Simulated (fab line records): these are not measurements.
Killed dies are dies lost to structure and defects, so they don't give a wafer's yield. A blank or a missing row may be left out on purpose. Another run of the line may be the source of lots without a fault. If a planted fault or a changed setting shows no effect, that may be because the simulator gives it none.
fab line records	flow nand-harc
record lots=5	wafers=15	last-day=32
route steps=1302 shown A_M0@1150 END@1302
lots untouched by any fault: they come from a run of this same line in which no faults occurred
start-h: the number of hours between the record's first day and the start of the first shown wafer of the lot	wait-h: hours since the lot's step before	" as in the row above	L1.1+2: a row that stands for several wafers	- no value, or no start was given	* or withheld: withheld	< > ~ a bound
route shown NAME@n: NAME is a module with steps in the file, n the number in the route of the first one	usual: mean and standard deviation over wafers with no fault	same: alike in all rows	chamber/n: place in a boat	sites: per-site readings	_std_site: how widely they spread, as a standard deviation	_edge_site: the outer-site mean with the inner-site mean subtracted	radius-mm: for every site, how far away it sits from the centre of the wafer	mask NAME#n: copy n	behind: the most recent tool/chamber to have shaped the wafer	hold: what put the lot on hold/how long, in hours/how the hold closed	device: the transistor (n, p or np) that didn't switch	end of line: the tests these same wafers got at the end of their route	for a step that has no rows: nothing shown but its recipe	killed: the dies lost at the first sort to structure and to defects; this is not the yield of the wafer	map: the dies of a wafer, with x for killed, . for not killed, _ for no die there
set.NAME: the setting the step ran with; set.NAME@STEP: the setting that earlier step ran with	model.NAME: the simulator's own value behind a step, which no gauge read
lots at selected steps of the route; one table per step, one row per wafer
services: the hour from which a tool's chamber was out of use, counted from the record's first day as start-h (under 0 if before that day), plus the number of hours and why
## steps
# step NHARC_A_M0_DESCUM_14
# recipe time-s=3	o2-flow-sccm=200	ar-flow-sccm=0	bias-power-w=0	chemistry=O2
# step NHARC_A_M0_ETCH_34
# recipe target-depth-a=400	overetch-a=120	time-s=43.94	ion-energy-ev=200	n2-flow-sccm=150	h2-flow-sccm=150	ar-flow-sccm=0	rf-w=400	bias-w=150	chemistry=N2/H2
# step NHARC_A_M0_ETCH_15
# recipe target-depth-a=1500	overetch-a=150	time-s=82.5	c4f8-flow-sccm=withheld	ar-flow-sccm=400	rf-w=600	bias-w=300	chemistry=C4F8/Ar
# usual oes-product-au=0.954/0.024	rf-vpp-V=439.7/2.3
lot.wafer	tool	chamber	start-h	wait-h	oes-product-au	rf-hours-counter-h	rf-vpp-V
L245.3	rie-diel-11	2	-	-	0.919	4.1	439.1
L245.1	"	0	"	"	0.915	5.7	445.0
L245.6	"	3	"	"	0.930	-	439.1
L247.3	rie-diel-10	3	-	-	0.934	4.5	442.9
L247.2	"	2	"	"	0.909	4.8	439.5
L247.5	"	0	"	"	0.926	-	440.4
L251.1	rie-diel-10	2	-	-	0.972	0.1	441.9
L251.3	"	0	"	"	1.007	0.1	441.4
L251.6	"	1	"	"	0.982	-	435.7
L260.1	rie-diel-10	1	-	-	0.935	2.5	436.8
L260.3	"	3	"	"	0.930	3.3	442.1
L260.5	"	0	"	"	0.939	-	439.2
L263.4	rie-diel-11	0	-	-	0.980	3.6	445.5
L263.1	"	1	"	"	0.977	4.1	438.9
L263.3	"	2	"	"	0.974	3.9	437.0
# step NHARC_A_M0_CD_MEAS_16
# usual cd-nm=79.7/0.82
lot.wafer	tool	chamber	start-h	wait-h	cd-nm
L245.1	cd-sem-01	-	538.64	-	80.1
L245.3	"	-	"	"	80.1
L245.6	"	-	"	"	79.9
L247.2	cd-sem-02	-	549.23	-	79.9
L247.3	"	-	"	"	79.9
L247.5	"	-	"	"	78.9
L251.1	cd-sem-01	-	608.49	-	79.8
L251.3	"	-	"	"	80.7
L251.6	"	-	"	"	80.3
L260.1	cd-sem-02	-	699.02	-	79.5
L260.3	"	-	"	"	79.8
L260.5	"	-	"	"	80.2
L263.1	cd-sem-02	-	713.62	-	80.3
L263.3	"	-	"	"	78.7
L263.4	"	-	"	"	79.0
# step NHARC_A_M0_STRIP_18
# recipe power-w=1000	n2-flow-sccm=150	h2-flow-sccm=150	ar-flow-sccm=0	bias-w=0	chemistry=N2/H2
# step NHARC_A_M0_STRIP_19
# recipe time-s=600	temp-c=30	chemistry=post-etch-residue-remover
# step NHARC_A_M0_DEGAS_28
# recipe temp-c=250	time-s=60
# step NHARC_A_M0_PRE_CLEAN_29
# recipe time-s=30	temp-c=280	gas=H2/He
# usual heater-power-w=404/37
lot.wafer	tool	chamber	start-h	wait-h	heater-power-w
L245.1	pvd-sputter-01	-	-	-	406
L245.3	"	-	"	"	412
L245.6	"	-	"	"	393
L247.2	pvd-sputter-02	-	-	-	449
L247.3	"	-	"	"	384
L247.5	"	-	"	"	460
L251.1	pvd-sputter-02	-	-	-	441
L251.3	"	-	"	"	381
L251.6	"	-	"	"	449
L260.1	pvd-sputter-02	-	-	-	377
L260.3	"	-	"	"	468
L260.5	"	-	"	"	444
L263.3	pvd-sputter-02	-	-	-	386
L263.4	"	-	"	"	445
L263.1	"	-	"	"	476
# step NHARC_A_M0_PVD_20
# recipe target-thk-a=50	bias-v=168.6	power-w=15000	chamber-pressure-pa=0.12	time-s=8.06	substrate-temp-c=50	material=TaN
# usual cathode-dc-power-W=15000/3.2	throttle-valve-pct=29.9/0.76
lot.wafer	tool	chamber	start-h	wait-h	cathode-dc-power-W	throttle-valve-pct
L245.3	pvd-sputter-01	-	-	-	15003	30.3
L245.1	"	-	"	"	14997	29.7
L245.6	"	-	"	"	15000	29.7
L247.3	pvd-sputter-02	-	-	-	15007	30.1
L247.2	"	-	"	"	14997	29.2
L247.5	"	-	"	"	15000	30.5
L251.1	pvd-sputter-02	-	-	-	15005	30.3
L251.3	"	-	"	"	14999	30.3
L251.6	"	-	"	"	15001	30.4
L260.1	pvd-sputter-02	-	-	-	15002	29.1
L260.3	"	-	"	"	15002	30.0
L260.5	"	-	"	"	14992	30.7
L263.3	pvd-sputter-02	-	-	-	14997	30.6
L263.4	"	-	"	"	15001	30.0
L263.1	"	-	"	"	14997	28.9
# step NHARC_A_M0_PVD_21
# recipe target-thk-a=300	chamber-pressure-pa=5	power-w=5000	substrate-temp-c=30	time-s=20.49	material=Cu
# usual cathode-dc-power-W=5000.0/0.87	throttle-valve-pct=29.9/0.78
lot.wafer	tool	chamber	start-h	wait-h	cathode-dc-power-W	throttle-valve-pct
L245.3	pvd-sputter-01	-	-	-	5000.1	29.7
L245.1	"	-	"	"	5000.1	30.0
L245.6	"	-	"	"	5000.6	29.8
L247.2	pvd-sputter-02	-	-	-	5001.6	29.2
L247.3	"	-	"	"	5000.7	30.4
L247.5	"	-	"	"	5000.3	31.5
L251.1	pvd-sputter-02	-	-	-	5001.2	30.2
L251.3	"	-	"	"	4999.9	29.2
L251.6	"	-	"	"	4999.7	30.6
L260.3	pvd-sputter-02	-	-	-	5000.1	28.7
L260.1	"	-	"	"	4999.9	30.2
L260.5	"	-	"	"	5001.3	31.0
L263.1	pvd-sputter-02	-	-	-	4999.8	28.9
L263.4	"	-	"	"	4999.0	31.0
L263.3	"	-	"	"	5000.2	29.8
# step NHARC_A_M0_ECD_22
# recipe target-thk-a=4000	bath-temp-c=25	material=Cu
# step NHARC_A_M0_ANNEAL_30
# recipe temp-c=225	time-s=90
# step NHARC_A_M0_CMP_23
# recipe t-overpolish-s=20	target-thk-nm=113.75
# usual edge-zone-pressure-frac=1.000/0.0051	motor-current-A=11.8/1	slurry-filter-dp-kPa=13.51/0.12	time-to-endpoint-s=28.6/3
# same t-overpolish-s=20
lot.wafer	tool	chamber	start-h	wait-h	edge-zone-pressure-frac	motor-current-A	slurry-filter-dp-kPa	time-to-endpoint-s
L245.1	cmp-02	3	540.39	-	1.005	13.4	13.58	26.4
L245.3	"	0	"	"	1.003	12.5	13.45	30.2
L245.6	"	2	"	"	1.002	11.6	13.62	30.4
L247.3	cmp-04	0	550.95	-	0.996	12.0	13.50	22.6
L247.2	"	2	"	"	0.994	12.9	13.46	28.4
L247.5	"	0	"	"	1.001	11.2	13.42	22.8
L251.3	cmp-04	3	610.21	-	1.000	9.9	13.45	37.3
L251.1	"	1	"	"	0.996	11.2	13.32	37.3
L251.6	"	2	"	"	1.004	12.1	13.66	37.4
L260.1	cmp-01	0	700.72	-	1.000	12.5	13.60	28.6
L260.3	"	1	"	"	1.004	12.0	13.64	28.7
L260.5	"	0	"	"	1.006	12.9	13.64	28.3
L263.4	cmp-02	0	715.32	-	1.002	12.4	13.59	26.5
L263.1	"	2	"	"	1.009	11.8	13.58	29.1
L263.3	"	3	"	"	0.997	13.3	13.56	23.3
# step NHARC_A_M0_SRD_25
# step NHARC_A_M0_INSPECT_27
# usual raw-defect-count=554/130
lot.wafer	tool	chamber	start-h	wait-h	raw-defect-count
L245.1	defect-inspect-01	-	540.81	0.0	685
L245.3	"	-	"	"	587
L245.6	"	-	"	"	698
L247.2	defect-inspect-02	-	551.40	0.0	593
L247.3	"	-	"	"	588
L247.5	"	-	"	"	633
L251.1	defect-inspect-02	-	610.65	0.0	3099
L251.3	"	-	"	"	3189
L251.6	"	-	"	"	3127
L260.1	defect-inspect-02	-	701.19	0.0	537
L260.3	"	-	"	"	541
L260.5	"	-	"	"	543
L263.1	defect-inspect-01	-	715.79	0.0	442
L263.3	"	-	"	"	465
L263.4	"	-	"	"	647
# step NHARC_A_M0_PRE_CLEAN_31
# recipe time-s=12	temp-c=370	rf-power-w=300	gas=NH3
# usual heater-power-w=612/67
lot.wafer	tool	chamber	start-h	wait-h	heater-power-w
L245.1	pecvd-04	2	540.88	0.1	510
L245.3	"	1	"	"	594
L245.6	"	2	"	"	504
L247.3	pecvd-01	1	551.46	0.1	645
L247.2	"	2	"	"	617
L247.5	"	0	"	"	688
L251.3	pecvd-04	1	610.73	0.1	560
L251.1	"	2	"	"	563
L251.6	"	0	"	"	602
L260.3	pecvd-04	2	701.26	0.1	481
L260.1	"	0	"	"	523
L260.5	"	0	"	"	517
L263.1	pecvd-01	1	715.86	0.1	666
L263.3	"	2	"	"	703
L263.4	"	2	"	"	727
# step NHARC_END_SORT_01
# recipe temp-c=25
# usual defect-limited-yield=92.0/2.8	killed-at-array=49/18	killed-at-other=0.7/1.1	killed-at-periphery=4.0/2.6	killed-dies=54/19	killed-open=3.4/1.7	killed-short=2.5/1.7	sort_bin_2_pct=2.8/1.2	sort_bin_3_pct=0.6/0.4	sort_bin_4_pct=4.5/1.5	sort-n-pass=623/19	sort-rim-yield-pct=89/4.8	sort-yield-pct=92.0/2.8
# same gross-dies=677	sort_bin_5_pct[%]=0	sort_bin_6_pct[%]=0	sort_bin_7_pct[%]=0	sort_bin_8_pct[%]=0	sort-rim-n-gross=106.00
lot.wafer	tool	chamber	start-h	wait-h	defect-limited-yield[%]	killed-at-array	killed-at-other	killed-at-periphery	killed-dies	killed-open	killed-short	sort_bin_2_pct[%]	sort_bin_3_pct[%]	sort_bin_4_pct[%]	sort-n-pass	sort-rim-yield-pct[%]	sort-yield-pct[%]
L245.1	prober-01	0	576.78	2.5	93.4	44	0	1	45	5	1	2.5	0.6	3.5	632	88	93.4
L245.3	prober-01	0	578.38	3.1	93.9	39	1	1	41	0	2	3.0	0	3.1	636	92	93.9
L245.6	prober-01	0	580.78	4.0	93.4	43	0	2	45	2	2	2.2	0.6	3.8	632	94	93.4
L247.2	prober-02	0	591.10	2.8	91.1	58	0	2	60	3	3	2.5	1.0	5.3	617	86	91.1
L247.3	prober-02	0	591.89	3.1	88.9	68	0	7	75	6	1	3.1	1.0	6.9	602	85	88.9
L247.5	prober-02	0	593.47	3.7	95.9	26	0	2	28	5	1	1.8	0.4	1.9	649	88	95.9
L251.1	prober-02	0	649.60	2.5	0	665	6	6	677	4	2	4.4	87.6	8.0	0	0	0
L251.3	prober-02	0	651.18	3.1	0	670	2	5	677	6	7	4.3	88.6	7.1	0	0	0
L251.6	prober-02	0	653.54	3.9	0	667	3	7	677	5	4	4.1	90.0	5.9	0	0	0
L260.1	prober-01	0	735.02	2.5	89.7	64	0	6	70	5	2	3.7	1.0	5.6	607	80	89.7
L260.3	prober-01	0	736.60	3.1	90.8	59	0	3	62	5	1	3.7	0.3	5.2	615	79	90.8
L260.5	prober-01	0	738.19	3.7	89.1	69	2	3	74	6	3	4.1	1.3	5.5	603	80	89.1
L263.1	prober-01	0	759.73	2.4	91.3	58	0	1	59	1	3	3.4	0.3	5.0	618	83	91.3
L263.3	prober-01	0	761.35	3.1	93.4	42	1	2	45	4	3	1.9	1.2	3.5	632	88	93.4
L263.4	prober-01	0	762.16	3.4	90.4	60	0	5	65	4	3	3.2	0.9	5.5	612	93	90.4
# killed by level:class
L245.1 A_SLIT:chamber-film-flake=15 A_CHANNEL_HOLE_D2:chamber-film-flake=9 A_STAIRCASE:chamber-film-flake=9 A_CHANNEL_HOLE_D1:chamber-film-flake=2 P_M1:geometric-particle:open=1 A_ONON_D1:geometric-particle:open=1 A_ONON_D1:geometric-particle:short=1 A_ONON_D2:geometric-particle:open=1
L245.3 A_SLIT:chamber-film-flake=16 A_CHANNEL_HOLE_D2:chamber-film-flake=9 A_STAIRCASE:chamber-film-flake=5 A_CONTACT:chamber-film-flake=5 A_M1:chamber-film-flake=1 A_WL_FILL:geometric-particle:short=1 A_M1:geometric-particle:short=1 P_M1:chamber-film-flake=1
L245.6 A_SLIT:chamber-film-flake=26 A_STAIRCASE:chamber-film-flake=4 A_CHANNEL_HOLE_D2:chamber-film-flake=3 A_CONTACT:chamber-film-flake=3 A_M1:chamber-film-flake=2 P_GATE:geometric-particle:open=1 P_CONTACT:geometric-particle:open=1 A_CHANNEL_HOLE_D2:geometric-particle:short=1
L247.2 A_CHANNEL_HOLE_D2:chamber-film-flake=27 A_CHANNEL_HOLE_D1:chamber-film-flake=16 A_CONTACT:chamber-film-flake=3 P_GATE:chamber-film-flake=2 A_CHANNEL_FILL_D1:chamber-film-flake=2 A_DECK1_JOINT:chamber-film-flake=2 A_SOURCE_PLATE:geometric-particle:open=1 A_CHANNEL_HOLE_D1:geometric-particle:open=1
L247.3 A_CHANNEL_HOLE_D2:chamber-film-flake=34 A_CHANNEL_HOLE_D1:chamber-film-flake=14 A_CHANNEL_FILL_D1:chamber-film-flake=5 P_STI:chamber-film-flake=4 A_CONTACT:chamber-film-flake=4 A_DECK1_JOINT:chamber-film-flake=3 A_ONON_D1:geometric-particle:open=2 P_GATE:chamber-film-flake=2
L247.5 A_CHANNEL_HOLE_D2:chamber-film-flake=10 A_CHANNEL_HOLE_D1:chamber-film-flake=8 P_M1:geometric-particle:open=2 A_ONON_D2:geometric-particle:open=2 A_CHANNEL_FILL_D1:chamber-film-flake=2 A_CHANNEL_HOLE_D2:geometric-particle:open=1 A_SGD_CUT:geometric-particle:short=1 A_STAIRCASE:chamber-film-flake=1
L251.1 A_M0:area-cmp=587 A_CHANNEL_HOLE_D2:chamber-film-flake=33 A_SLIT:chamber-film-flake=31 THIN_TSV:chamber-film-flake=6 P_M2:chamber-film-flake=3 P_STI:chamber-film-flake=2 A_CHANNEL_HOLE_D1:chamber-film-flake=2 A_CHANNEL_FILL_D2:chamber-film-flake=2
L251.3 A_M0:area-cmp=594 A_CHANNEL_HOLE_D2:chamber-film-flake=34 A_SLIT:chamber-film-flake=19 A_CHANNEL_HOLE_D1:chamber-film-flake=3 A_STAIRCASE:chamber-film-flake=3 A_M0:chamber-film-flake=3 A_ONON_D1:geometric-particle:short=2 A_ONON_D1:geometric-particle:open=2
L251.6 A_M0:area-cmp=601 A_SLIT:chamber-film-flake=30 A_CHANNEL_HOLE_D2:chamber-film-flake=16 A_CHANNEL_HOLE_D1:chamber-film-flake=5 P_ZERO_WELL:chamber-film-flake=3 A_CHANNEL_FILL_D2:chamber-film-flake=3 THIN_TSV:chamber-film-flake=3 A_CHANNEL_FILL_D1:geometric-particle:short=2
L260.1 A_SLIT:chamber-film-flake=21 A_CHANNEL_HOLE_D1:chamber-film-flake=18 A_CHANNEL_HOLE_D2:chamber-film-flake=13 A_CONTACT:chamber-film-flake=4 A_CHANNEL_FILL_D2:geometric-particle:open=2 P_CONTACT:geometric-particle:open=1 P_M0:geometric-particle:open=1 P_M1:geometric-particle:short=1
L260.3 A_CHANNEL_HOLE_D1:chamber-film-flake=18 A_CHANNEL_HOLE_D2:chamber-film-flake=15 A_SLIT:chamber-film-flake=14 A_WL_FILL:chamber-film-flake=3 A_CONTACT:chamber-film-flake=3 P_M0:geometric-particle:open=2 P_CONTACT:geometric-particle:open=1 A_CHANNEL_HOLE_D1:geometric-particle:open=1
L260.5 A_SLIT:chamber-film-flake=22 A_CHANNEL_HOLE_D2:chamber-film-flake=17 A_CHANNEL_HOLE_D1:chamber-film-flake=16 A_CONTACT:chamber-film-flake=4 A_WL_FILL:geometric-particle:open=2 A_CHANNEL_FILL_D1:chamber-film-flake=2 P_CONTACT:geometric-particle:open=1 P_CONTACT:geometric-particle:short=1
L263.1 A_SLIT:chamber-film-flake=24 A_CHANNEL_HOLE_D1:chamber-film-flake=13 A_STAIRCASE:chamber-film-flake=7 A_CONTACT:chamber-film-flake=4 A_DECK1_JOINT:chamber-film-flake=3 A_CHANNEL_HOLE_D2:chamber-film-flake=3 A_ONON_D1:geometric-particle:short=1 A_CHANNEL_FILL_D2:geometric-particle:short=1
L263.3 A_SLIT:chamber-film-flake=20 A_CHANNEL_HOLE_D1:chamber-film-flake=6 A_CHANNEL_HOLE_D2:chamber-film-flake=4 A_CONTACT:chamber-film-flake=4 P_CONTACT:geometric-particle:open=2 A_STAIRCASE:chamber-film-flake=2 A_DECK1_JOINT:geometric-particle:short=1 A_CHANNEL_FILL_D2:geometric-particle:open=1
L263.4 A_SLIT:chamber-film-flake=28 A_CHANNEL_HOLE_D1:chamber-film-flake=7 A_CONTACT:chamber-film-flake=7 A_STAIRCASE:chamber-film-flake=5 A_DECK1_JOINT:chamber-film-flake=4 A_CHANNEL_HOLE_D2:chamber-film-flake=4 P_M0:geometric-particle:open=2 P_STI:geometric-particle:short=1
# map L251.1 (x killed, . not)
____________x____________
_________xxxxxxx_________
_______xxxxxxxxxxx_______
______xxxxxxxxxxxxx______
_____xxxxxxxxxxxxxxx_____
____xxxxxxxxxxxxxxxxx____
____xxxxxxxxxxxxxxxxx____
___xxxxxxxxxxxxxxxxxxx___
___xxxxxxxxxxxxxxxxxxx___
__xxxxxxxxxxxxxxxxxxxxx__
__xxxxxxxxxxxxxxxxxxxxx__
_xxxxxxxxxxxxxxxxxxxxxxx_
_xxxxxxxxxxxxxxxxxxxxxxx_
_xxxxxxxxxxxxxxxxxxxxxxx_
_xxxxxxxxxxxxxxxxxxxxxxx_
_xxxxxxxxxxxxxxxxxxxxxxx_
xxxxxxxxxxxxxxxxxxxxxxxxx
xxxxxxxxxxxxxxxxxxxxxxxxx
xxxxxxxxxxxxxxxxxxxxxxxxx
xxxxxxxxxxxxxxxxxxxxxxxxx
xxxxxxxxxxxxxxxxxxxxxxxxx
_xxxxxxxxxxxxxxxxxxxxxxx_
_xxxxxxxxxxxxxxxxxxxxxxx_
_xxxxxxxxxxxxxxxxxxxxxxx_
_xxxxxxxxxxxxxxxxxxxxxxx_
_xxxxxxxxxxxxxxxxxxxxxxx_
__xxxxxxxxxxxxxxxxxxxxx__
__xxxxxxxxxxxxxxxxxxxxx__
___xxxxxxxxxxxxxxxxxxx___
___xxxxxxxxxxxxxxxxxxx___
____xxxxxxxxxxxxxxxxx____
____xxxxxxxxxxxxxxxxx____
_____xxxxxxxxxxxxxxx_____
______xxxxxxxxxxxxx______
_______xxxxxxxxxxx_______
_________xxxxxxx_________
____________x____________
# map L247.3 (x killed, . not)
____________.____________
_________......x_________
_______.x..x......_______
______x............______
_____..............._____
____...............x.____
____.................____
___x.x...........x....___
___xx......x..........___
__xxxxx................__
__x.xxx................__
_..xxxx................._
_.xxxxx................x_
_.xxxx................xx_
_x.xxxx.............x.x._
_.x.xx.x................_
......................xxx
....x................x.xx
......................xxx
.......x...x............x
.........x...............
_......x................_
_......x.........x......_
_........x.x..x.x......._
_......................._
_................x......_
__.x...................__
__x.....x.......x......__
___..x................___
___...................___
____.................____
____.................____
_____..............._____
______.............______
_______.......x..._______
_________......._________
____________.____________
## services
tool	chamber	start-h	hours	kind
rie-diel-10	1	519.88	2.9	repair
cmp-04	-	522.24	0.9	repair
pecvd-01	0	525.36	4.0	repair
cmp-02	-	526.72	4.0	pm
cmp-04	-	535.98	1.9	repair
cmp-02	-	536.40	1.9	repair
cmp-02	-	546.22	0.2	repair
pecvd-01	-	572.28	1.3	repair
cmp-02	-	579.30	1.3	repair
pecvd-01	0	585.93	3.9	repair
cmp-04	-	586.88	2.2	repair
rie-diel-10	-	596.50	9.0	pm
cmp-04	-	601.00	4.0	pm
pvd-sputter-01	-	601.29	10.0	pm
rie-diel-11	-	609.50	9.0	pm
cmp-02	-	624.72	4.0	pm
pecvd-04	-	631.00	13.0	pm
pvd-sputter-02	-	638.02	10.0	pm
pecvd-01	-	673.00	13.0	pm
pecvd-04	0	674.37	6.7	repair
pvd-sputter-02	-	677.03	4.9	repair
pvd-sputter-02	-	684.54	4.1	repair
cmp-04	-	699.00	4.0	pm
rie-diel-11	-	705.86	1.0	repair
## key
first-sign step=NHARC_A_M0_CMP_23	reading=time-to-endpoint-s	direction=up	sigmas=3	usual=*	struck=*
effect step=NHARC_A_M0_INSPECT_27	reading=raw-defect-count	direction=up	sigmas=20	usual=554	struck=3138
effect step=NHARC_END_SORT_01	reading=sort_bin_3_pct	direction=up	sigmas=99+	usual=0.6	struck=88.7
more-kills-born-at NHARC_A_M0_CMP_23@cmp-04=1782
met-at NHARC_A_M0_CMP_23
struck-wafers L251.1,L251.3,L251.6
later-rows-left-out L251.1,L251.3,L251.6
onset-between 550.95 610.21
fault kind=process-parameter-drift	tool=cmp-04	chamber=-	onset-h=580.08	steps=NHARC_A_M0_CMP_23	channel=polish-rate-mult	offset=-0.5	shape=step	end-h=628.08
# later-rows-left-out: the simulator's readings of these wafers behind a module that went badly wrong aren't trusted and aren't shown, but for the sort
